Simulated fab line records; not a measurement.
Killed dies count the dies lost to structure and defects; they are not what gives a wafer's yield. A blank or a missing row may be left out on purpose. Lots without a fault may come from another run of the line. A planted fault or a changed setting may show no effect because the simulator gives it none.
What tool caused it? / flow n5-finfet / 24 lots, 72 wafers sampled, at 5 steps of a route of 1938

WHAT THE GAUGES SHOWED, per wafer
N5_BEOL_M12_THK_MEAS_50: measures by xrf.
lot=L074; measured=day 10 22:28; on=film-metro-02; M12_THK (nm)=319 315 308
lot=L077; measured=day 10 22:59; on=film-metro-02; M12_THK (nm)=307 309 313
lot=L075; measured=day 10 23:03; on=film-metro-01; M12_THK (nm)=314 306 309
lot=L076; measured=day 11 05:02; on=film-metro-02; M12_THK (nm)=309 311 306
lot=L078; measured=day 12 03:00; on=film-metro-02; M12_THK (nm)=314 317 313
lot=L079; measured=day 12 04:41; on=film-metro-01; M12_THK (nm)=322 325 313
lot=L080; measured=day 12 06:39; on=film-metro-01; M12_THK (nm)=315 324 318
lot=L081; measured=day 12 12:14; on=film-metro-02; M12_THK (nm)=310 314 312
lot=L083; measured=day 12 17:11; on=film-metro-01; M12_THK (nm)=318 318 310
lot=L082; measured=day 12 20:56; on=film-metro-01; M12_THK (nm)=313 311 314
lot=L084; measured=day 13 01:25; on=film-metro-02; M12_THK (nm)=313 320 312
lot=L085; measured=day 13 06:37; on=film-metro-02; M12_THK (nm)=315 311 312
lot=L086; measured=day 13 15:56; on=film-metro-01; M12_THK (nm)=308 306 311
lot=L087; measured=day 13 23:16; on=film-metro-02; M12_THK (nm)=298 308 304
lot=L088; measured=day 14 08:34; on=film-metro-02; M12_THK (nm)=311 315 311
lot=L090; measured=day 14 08:50; on=film-metro-01; M12_THK (nm)=307 308 305
lot=L091; measured=day 14 17:44; on=film-metro-02; M12_THK (nm)=317 312 309
lot=L089; measured=day 14 18:31; on=film-metro-02; M12_THK (nm)=314 312 315
lot=L092; measured=day 15 08:09; on=film-metro-02; M12_THK (nm)=316 307 308
lot=L095; measured=day 15 19:24; on=film-metro-02; M12_THK (nm)=310 310 315
lot=L093; measured=day 15 22:10; on=film-metro-02; M12_THK (nm)=314 309 311
lot=L094; measured=day 15 22:41; on=film-metro-02; M12_THK (nm)=318 316 314
lot=L096; measured=day 16 08:31; on=film-metro-01; M12_THK (nm)=307 310 308
lot=L097; measured=day 16 09:37; on=film-metro-02; M12_THK (nm)=306 314 311

N5_BEOL_M13_CD_MEAS_28: the cd target is 209.5 nm.
lot=L074; measured=day 11 00:08; on=cd-sem-01; cd-nm (nm)=212.3 212.3 211.9
lot=L077; measured=day 11 00:35; on=cd-sem-02; cd-nm (nm)=211.3 211.6 211.2
lot=L075; measured=day 11 00:53; on=cd-sem-02; cd-nm (nm)=207.7 208.4 208.3
lot=L076; measured=day 11 06:44; on=cd-sem-03; cd-nm (nm)=211.3 210.8 210.5
lot=L078; measured=day 12 04:43; on=cd-sem-02; cd-nm (nm)=209.9 209.0 208.6
lot=L079; measured=day 12 06:22; on=cd-sem-01; cd-nm (nm)=209.6 209.6 209.0
lot=L080; measured=day 12 08:16; on=cd-sem-01; cd-nm (nm)=209.3 208.7 209.4
lot=L081; measured=day 12 13:58; on=cd-sem-02; cd-nm (nm)=209.1 208.4 208.4
lot=L083; measured=day 12 18:53; on=cd-sem-01; cd-nm (nm)=209.5 209.9 210.5
lot=L082; measured=day 12 22:46; on=cd-sem-02; cd-nm (nm)=209.1 209.9 210.1
lot=L084; measured=day 13 03:02; on=cd-sem-02; cd-nm (nm)=209.2 210.3 209.7
lot=L085; measured=day 13 08:13; on=cd-sem-02; cd-nm (nm)=210.5 210.0 210.3
lot=L086; measured=day 13 17:32; on=cd-sem-02; cd-nm (nm)=211.1 209.6 210.8
lot=L087; measured=day 14 01:21; on=cd-sem-02; cd-nm (nm)=210.8 211.1 210.3
lot=L088; measured=day 14 10:17; on=cd-sem-03; cd-nm (nm)=208.3 209.7 208.1
lot=L090; measured=day 14 10:35; on=cd-sem-03; cd-nm (nm)=209.2 209.1 210.2
lot=L091; measured=day 14 19:27; on=cd-sem-02; cd-nm (nm)=208.5 209.4 208.0
lot=L089; measured=day 14 20:14; on=cd-sem-02; cd-nm (nm)=208.3 208.5 208.0
lot=L092; measured=day 15 10:21; on=cd-sem-02; cd-nm (nm)=210.6 208.7 209.4
lot=L095; measured=day 15 21:14; on=cd-sem-02; cd-nm (nm)=210.4 210.7 210.2
lot=L093; measured=day 15 23:46; on=cd-sem-02; cd-nm (nm)=211.4 211.1 211.2
lot=L094; measured=day 16 00:25; on=cd-sem-01; cd-nm (nm)=213.0 211.9 213.7
lot=L096; measured=day 16 10:14; on=cd-sem-02; cd-nm (nm)=209.5 209.9 209.8
lot=L097; measured=day 16 11:25; on=cd-sem-02; cd-nm (nm)=208.8 209.1 208.2

N5_BEOL_M13_OCD_MEAS_35.
lot=L074; measured=day 11 00:58; on=ocd-02; trench-depth-nm (nm)=416 406 423
lot=L077; measured=day 11 01:16; on=ocd-02; trench-depth-nm (nm)=421 414 418
lot=L075; measured=day 11 01:33; on=ocd-01; trench-depth-nm (nm)=421 429 425
lot=L076; measured=day 11 07:25; on=ocd-02; trench-depth-nm (nm)=418 418 415
lot=L078; measured=day 12 05:23; on=ocd-02; trench-depth-nm (nm)=414 425 411
lot=L079; measured=day 12 07:02; on=ocd-02; trench-depth-nm (nm)=411 410 409
lot=L080; measured=day 12 08:58; on=ocd-02; trench-depth-nm (nm)=410 410 410
lot=L081; measured=day 12 14:38; on=ocd-01; trench-depth-nm (nm)=414 410 411
lot=L083; measured=day 12 19:34; on=ocd-02; trench-depth-nm (nm)=428 420 409
lot=L082; measured=day 12 23:26; on=ocd-01; trench-depth-nm (nm)=408 419 427
lot=L084; measured=day 13 03:42; on=ocd-02; trench-depth-nm (nm)=409 415 410
lot=L085; measured=day 13 08:55; on=ocd-02; trench-depth-nm (nm)=407 421 404
lot=L086; measured=day 13 18:19; on=ocd-02; trench-depth-nm (nm)=420 410 411
lot=L087; measured=day 14 02:01; on=ocd-01; trench-depth-nm (nm)=421 418 420
lot=L088; measured=day 14 10:57; on=ocd-02; trench-depth-nm (nm)=425 412 412
lot=L090; measured=day 14 11:14; on=ocd-01; trench-depth-nm (nm)=406 412 417
lot=L091; measured=day 14 20:18; on=ocd-01; trench-depth-nm (nm)=421 417 421
lot=L089; measured=day 14 20:54; on=ocd-02; trench-depth-nm (nm)=421 408 419
lot=L092; measured=day 15 11:08; on=ocd-01; trench-depth-nm (nm)=419 418 403
lot=L095; measured=day 15 21:55; on=ocd-01; trench-depth-nm (nm)=409 417 426
lot=L093; measured=day 16 00:26; on=ocd-01; trench-depth-nm (nm)=412 417 413
lot=L094; measured=day 16 01:05; on=ocd-02; trench-depth-nm (nm)=420 424 405
lot=L096; measured=day 16 10:58; on=ocd-02; trench-depth-nm (nm)=420 414 412
lot=L097; measured=day 16 12:29; on=ocd-02; trench-depth-nm (nm)=408 405 423

TOOL THAT RAN EACH LOT (tool first, then ch and the chambers of the sampled wafers, then the start)
lot=L074; N5_BEOL_M12_PRE_CLEAN_42=pvd-sputter-01, day 10 21:21; N5_BEOL_M13_ETCH_68=rie-diel-01 ch 1,2,3, day 11 00:34
lot=L077; N5_BEOL_M12_PRE_CLEAN_42=pvd-sputter-02, day 10 21:26; N5_BEOL_M13_ETCH_68=rie-diel-05 ch 0,1,2, day 11 00:52
lot=L075; N5_BEOL_M12_PRE_CLEAN_42=pvd-sputter-02, day 10 21:45; N5_BEOL_M13_ETCH_68=rie-diel-01 ch 0,1,3, day 11 01:09
lot=L076; N5_BEOL_M12_PRE_CLEAN_42=pvd-sputter-01, day 11 03:33; N5_BEOL_M13_ETCH_68=rie-diel-01 ch 0,2, day 11 07:01
lot=L078; N5_BEOL_M12_PRE_CLEAN_42=pvd-sputter-02, day 12 01:12; N5_BEOL_M13_ETCH_68=rie-diel-01 ch 1,2, day 12 04:59
lot=L079; N5_BEOL_M12_PRE_CLEAN_42=pvd-sputter-03, day 12 03:38; N5_BEOL_M13_ETCH_68=rie-diel-05 ch 2,3, day 12 06:38
lot=L080; N5_BEOL_M12_PRE_CLEAN_42=pvd-sputter-01, day 12 05:36; N5_BEOL_M13_ETCH_68=rie-diel-05 ch 2,3, day 12 08:34
lot=L081; N5_BEOL_M12_PRE_CLEAN_42=pvd-sputter-01, day 12 10:46; N5_BEOL_M13_ETCH_68=rie-diel-05 ch 0,2,3, day 12 14:14
lot=L083; N5_BEOL_M12_PRE_CLEAN_42=pvd-sputter-03, day 12 16:07; N5_BEOL_M13_ETCH_68=rie-diel-03 ch 0,1,3, day 12 19:10
lot=L082; N5_BEOL_M12_PRE_CLEAN_42=pvd-sputter-02, day 12 19:20; N5_BEOL_M13_ETCH_68=rie-diel-03 ch 0,1,3, day 12 23:02
lot=L084; N5_BEOL_M12_PRE_CLEAN_42=pvd-sputter-03, day 13 00:21; N5_BEOL_M13_ETCH_68=rie-diel-01 ch 1,2, day 13 03:18
lot=L085; N5_BEOL_M12_PRE_CLEAN_42=pvd-sputter-03, day 13 05:33; N5_BEOL_M13_ETCH_68=rie-diel-03 ch 0,2, day 13 08:31
lot=L086; N5_BEOL_M12_PRE_CLEAN_42=pvd-sputter-01, day 13 14:52; N5_BEOL_M13_ETCH_68=rie-diel-05 ch 0,1,3, day 13 17:55
lot=L087; N5_BEOL_M12_PRE_CLEAN_42=pvd-sputter-01, day 13 21:54; N5_BEOL_M13_ETCH_68=rie-diel-01 ch 0,1, day 14 01:37
lot=L088; N5_BEOL_M12_PRE_CLEAN_42=pvd-sputter-03, day 14 07:11; N5_BEOL_M13_ETCH_68=rie-diel-01 ch 0,2, day 14 10:33
lot=L090; N5_BEOL_M12_PRE_CLEAN_42=pvd-sputter-02, day 14 07:20; N5_BEOL_M13_ETCH_68=rie-diel-05 ch 0,1,2, day 14 10:51
lot=L091; N5_BEOL_M12_PRE_CLEAN_42=pvd-sputter-03, day 14 16:41; N5_BEOL_M13_ETCH_68=rie-diel-01 ch 0,3, day 14 19:53
lot=L089; N5_BEOL_M12_PRE_CLEAN_42=pvd-sputter-03, day 14 17:28; N5_BEOL_M13_ETCH_68=rie-diel-01 ch 0,2, day 14 20:30
lot=L092; N5_BEOL_M12_PRE_CLEAN_42=pvd-sputter-01, day 15 07:06; N5_BEOL_M13_ETCH_68=rie-diel-01 ch 1,2,3, day 15 10:44
lot=L095; N5_BEOL_M12_PRE_CLEAN_42=pvd-sputter-03, day 15 18:21; N5_BEOL_M13_ETCH_68=rie-diel-03 ch 0,1,2, day 15 21:31
lot=L093; N5_BEOL_M12_PRE_CLEAN_42=pvd-sputter-01, day 15 21:05; N5_BEOL_M13_ETCH_68=rie-diel-01 ch 0,1, day 16 00:02
lot=L094; N5_BEOL_M12_PRE_CLEAN_42=pvd-sputter-01, day 15 21:37; N5_BEOL_M13_ETCH_68=rie-diel-03 ch 0,1,3, day 16 00:41
lot=L096; N5_BEOL_M12_PRE_CLEAN_42=pvd-sputter-03, day 16 07:19; N5_BEOL_M13_ETCH_68=rie-diel-05 ch 1,3, day 16 10:34
lot=L097; N5_BEOL_M12_PRE_CLEAN_42=pvd-sputter-03, day 16 08:05; N5_BEOL_M13_ETCH_68=rie-diel-03 ch 0,2,3, day 16 12:06
- N5_BEOL_M12_PRE_CLEAN_42: time 30 s.
- N5_BEOL_M13_ETCH_68: etches SOC in N2/H2, time 355 s.

AS READ BY THE TOOLS THEMSELVES (means over the sampled wafers that have a number; for cases with no such wafer, the mark the record gives instead)
N5_BEOL_M12_PRE_CLEAN_42.
lot=L074; tool=pvd-sputter-01; heater-power-w (W)=360; susceptor-temp-C (C)=249.89
lot=L077; tool=pvd-sputter-02; heater-power-w (W)=338; susceptor-temp-C (C)=250.16
lot=L075; tool=pvd-sputter-02; heater-power-w (W)=374; susceptor-temp-C (C)=250.06
lot=L076; tool=pvd-sputter-01; heater-power-w (W)=330; susceptor-temp-C (C)=250.05
lot=L078; tool=pvd-sputter-02; heater-power-w (W)=324; susceptor-temp-C (C)=249.93
lot=L079; tool=pvd-sputter-03; heater-power-w (W)=345; susceptor-temp-C (C)=250.07
lot=L080; tool=pvd-sputter-01; heater-power-w (W)=332; susceptor-temp-C (C)=250.05
lot=L081; tool=pvd-sputter-01; heater-power-w (W)=353; susceptor-temp-C (C)=249.92
lot=L083; tool=pvd-sputter-03; heater-power-w (W)=346; susceptor-temp-C (C)=250.17
lot=L082; tool=pvd-sputter-02; heater-power-w (W)=353; susceptor-temp-C (C)=249.82
lot=L084; tool=pvd-sputter-03; heater-power-w (W)=328; susceptor-temp-C (C)=250.12
lot=L085; tool=pvd-sputter-03; heater-power-w (W)=362; susceptor-temp-C (C)=249.97
lot=L086; tool=pvd-sputter-01; heater-power-w (W)=350; susceptor-temp-C (C)=250.07
lot=L087; tool=pvd-sputter-01; heater-power-w (W)=342; susceptor-temp-C (C)=250.20
lot=L088; tool=pvd-sputter-03; heater-power-w (W)=351; susceptor-temp-C (C)=249.92
lot=L090; tool=pvd-sputter-02; heater-power-w (W)=373; susceptor-temp-C (C)=250.27
lot=L091; tool=pvd-sputter-03; heater-power-w (W)=327; susceptor-temp-C (C)=249.97
lot=L089; tool=pvd-sputter-03; heater-power-w (W)=333; susceptor-temp-C (C)=249.84
lot=L092; tool=pvd-sputter-01; heater-power-w (W)=346; susceptor-temp-C (C)=249.99
lot=L095; tool=pvd-sputter-03; heater-power-w (W)=350; susceptor-temp-C (C)=249.94
lot=L093; tool=pvd-sputter-01; heater-power-w (W)=328; susceptor-temp-C (C)=250.00
lot=L094; tool=pvd-sputter-01; heater-power-w (W)=330; susceptor-temp-C (C)=250.03
lot=L096; tool=pvd-sputter-03; heater-power-w (W)=346; susceptor-temp-C (C)=249.96
lot=L097; tool=pvd-sputter-03; heater-power-w (W)=347; susceptor-temp-C (C)=250.30

N5_BEOL_M13_ETCH_68.
lot=L074; tool=rie-diel-01; drypump-motor-current-A (A)=5.7; h2-flow-sccm (sccm)=200.8; oes-product-au (a.u.)=0.84; rf-vpp-V (V)=527.3; showerhead-plenum-p-Torr (Torr)=2.64; throttle-valve-pct (%)=17.71
lot=L077; tool=rie-diel-05; drypump-motor-current-A (A)=5.6; h2-flow-sccm (sccm)=199.7; oes-product-au (a.u.)=0.83; rf-vpp-V (V)=522.6; showerhead-plenum-p-Torr (Torr)=2.47; throttle-valve-pct (%)=17.76
lot=L075; tool=rie-diel-01; drypump-motor-current-A (A)=5.6; h2-flow-sccm (sccm)=199.7; oes-product-au (a.u.)=0.94; rf-vpp-V (V)=525.9; showerhead-plenum-p-Torr (Torr)=2.64; throttle-valve-pct (%)=17.49
lot=L076; tool=rie-diel-01; drypump-motor-current-A (A)=6.1; h2-flow-sccm (sccm)=199.8; oes-product-au (a.u.)=0.89; rf-vpp-V (V)=525.8; showerhead-plenum-p-Torr (Torr)=2.62; throttle-valve-pct (%)=17.83
lot=L078; tool=rie-diel-01; drypump-motor-current-A (A)=6.1; h2-flow-sccm (sccm)=199.6; oes-product-au (a.u.)=0.77; rf-vpp-V (V)=527.3; showerhead-plenum-p-Torr (Torr)=2.65; throttle-valve-pct (%)=18.01
lot=L079; tool=rie-diel-05; drypump-motor-current-A (A)=6.4; h2-flow-sccm (sccm)=199.5; oes-product-au (a.u.)=0.71; rf-vpp-V (V)=520.7; showerhead-plenum-p-Torr (Torr)=2.43; throttle-valve-pct (%)=17.87
lot=L080; tool=rie-diel-05; drypump-motor-current-A (A)=6.4; h2-flow-sccm (sccm)=199.2; oes-product-au (a.u.)=0.71; rf-vpp-V (V)=520.6; showerhead-plenum-p-Torr (Torr)=2.43; throttle-valve-pct (%)=17.87
lot=L081; tool=rie-diel-05; drypump-motor-current-A (A)=5.9; h2-flow-sccm (sccm)=199.8; oes-product-au (a.u.)=0.75; rf-vpp-V (V)=521.4; showerhead-plenum-p-Torr (Torr)=2.44; throttle-valve-pct (%)=17.75
lot=L083; tool=rie-diel-03; drypump-motor-current-A (A)=5.4; h2-flow-sccm (sccm)=199.8; oes-product-au (a.u.)=0.83; rf-vpp-V (V)=523.0; showerhead-plenum-p-Torr (Torr)=2.52; throttle-valve-pct (%)=17.60
lot=L082; tool=rie-diel-03; drypump-motor-current-A (A)=5.4; h2-flow-sccm (sccm)=199.7; oes-product-au (a.u.)=0.82; rf-vpp-V (V)=522.0; showerhead-plenum-p-Torr (Torr)=2.52; throttle-valve-pct (%)=17.59
lot=L084; tool=rie-diel-01; drypump-motor-current-A (A)=6.2; h2-flow-sccm (sccm)=200.4; oes-product-au (a.u.)=0.76; rf-vpp-V (V)=527.0; showerhead-plenum-p-Torr (Torr)=2.65; throttle-valve-pct (%)=18.02
lot=L085; tool=rie-diel-03; drypump-motor-current-A (A)=5.2; h2-flow-sccm (sccm)=200.1; oes-product-au (a.u.)=0.81; rf-vpp-V (V)=526.2; showerhead-plenum-p-Torr (Torr)=2.62; throttle-valve-pct (%)=17.59
lot=L086; tool=rie-diel-05; drypump-motor-current-A (A)=5.8; h2-flow-sccm (sccm)=200.1; oes-product-au (a.u.)=0.81; rf-vpp-V (V)=520.6; showerhead-plenum-p-Torr (Torr)=2.46; throttle-valve-pct (%)=17.77
lot=L087; tool=rie-diel-01; drypump-motor-current-A (A)=5.9; h2-flow-sccm (sccm)=200.3; oes-product-au (a.u.)=0.89; rf-vpp-V (V)=525.8; showerhead-plenum-p-Torr (Torr)=2.63; throttle-valve-pct (%)=17.62
lot=L088; tool=rie-diel-01; drypump-motor-current-A (A)=6.3; h2-flow-sccm (sccm)=199.6; oes-product-au (a.u.)=0.78; rf-vpp-V (V)=525.5; showerhead-plenum-p-Torr (Torr)=2.61; throttle-valve-pct (%)=18.06
lot=L090; tool=rie-diel-05; drypump-motor-current-A (A)=5.6; h2-flow-sccm (sccm)=199.5; oes-product-au (a.u.)=0.80; rf-vpp-V (V)=521.6; showerhead-plenum-p-Torr (Torr)=2.46; throttle-valve-pct (%)=17.80
lot=L091; tool=rie-diel-01; drypump-motor-current-A (A)=5.3; h2-flow-sccm (sccm)=199.6; oes-product-au (a.u.)=0.88; rf-vpp-V (V)=524.0; showerhead-plenum-p-Torr (Torr)=2.59; throttle-valve-pct (%)=17.50
lot=L089; tool=rie-diel-01; drypump-motor-current-A (A)=6.1; h2-flow-sccm (sccm)=200.3; oes-product-au (a.u.)=0.84; rf-vpp-V (V)=526.0; showerhead-plenum-p-Torr (Torr)=2.61; throttle-valve-pct (%)=17.87
lot=L092; tool=rie-diel-01; drypump-motor-current-A (A)=5.7; h2-flow-sccm (sccm)=200.2; oes-product-au (a.u.)=0.80; rf-vpp-V (V)=526.3; showerhead-plenum-p-Torr (Torr)=2.63; throttle-valve-pct (%)=17.76
lot=L095; tool=rie-diel-03; drypump-motor-current-A (A)=5.4; h2-flow-sccm (sccm)=200.3; oes-product-au (a.u.)=0.77; rf-vpp-V (V)=526.6; showerhead-plenum-p-Torr (Torr)=2.60; throttle-valve-pct (%)=17.64
lot=L093; tool=rie-diel-01; drypump-motor-current-A (A)=5.9; h2-flow-sccm (sccm)=200.8; oes-product-au (a.u.)=0.85; rf-vpp-V (V)=525.7; showerhead-plenum-p-Torr (Torr)=2.64; throttle-valve-pct (%)=17.60
lot=L094; tool=rie-diel-03; drypump-motor-current-A (A)=5.4; h2-flow-sccm (sccm)=200.6; oes-product-au (a.u.)=0.78; rf-vpp-V (V)=522.8; showerhead-plenum-p-Torr (Torr)=2.51; throttle-valve-pct (%)=17.63
lot=L096; tool=rie-diel-05; drypump-motor-current-A (A)=6.5; h2-flow-sccm (sccm)=200.0; oes-product-au (a.u.)=0.76; rf-vpp-V (V)=520.5; showerhead-plenum-p-Torr (Torr)=2.44; throttle-valve-pct (%)=17.91
lot=L097; tool=rie-diel-03; drypump-motor-current-A (A)=5.2; h2-flow-sccm (sccm)=199.6; oes-product-au (a.u.)=0.78; rf-vpp-V (V)=523.3; showerhead-plenum-p-Torr (Torr)=2.51; throttle-valve-pct (%)=17.63

THE ANSWER, worked out from the rows above alone
Rule: the lots themselves supply what counts as usual. Put in order of their means at a reading, lots are off if they are a third of the lots or fewer, leave a main group of 4 or more, and stand apart from it by a gap of 3 or more times the standard deviation of the main group's means; of several such gaps the widest counts. If all means in a main group match to the digits the tables above print for the reading, that group is not used. A lot without any number at a reading at which 4 lots or more have one is off too. The other lots that the step has rows for count as sound. Order of review: gauges by route order, followed by the tools' own readings, for which a lot's mean as printed above is used. At the first step where some lot is off, the reading lying furthest off is the one used; lots without a number count as furthest.
No lot is off at any reading shown: from this, nothing can be told.

WHAT THE SIMULATOR HAD INSERTED
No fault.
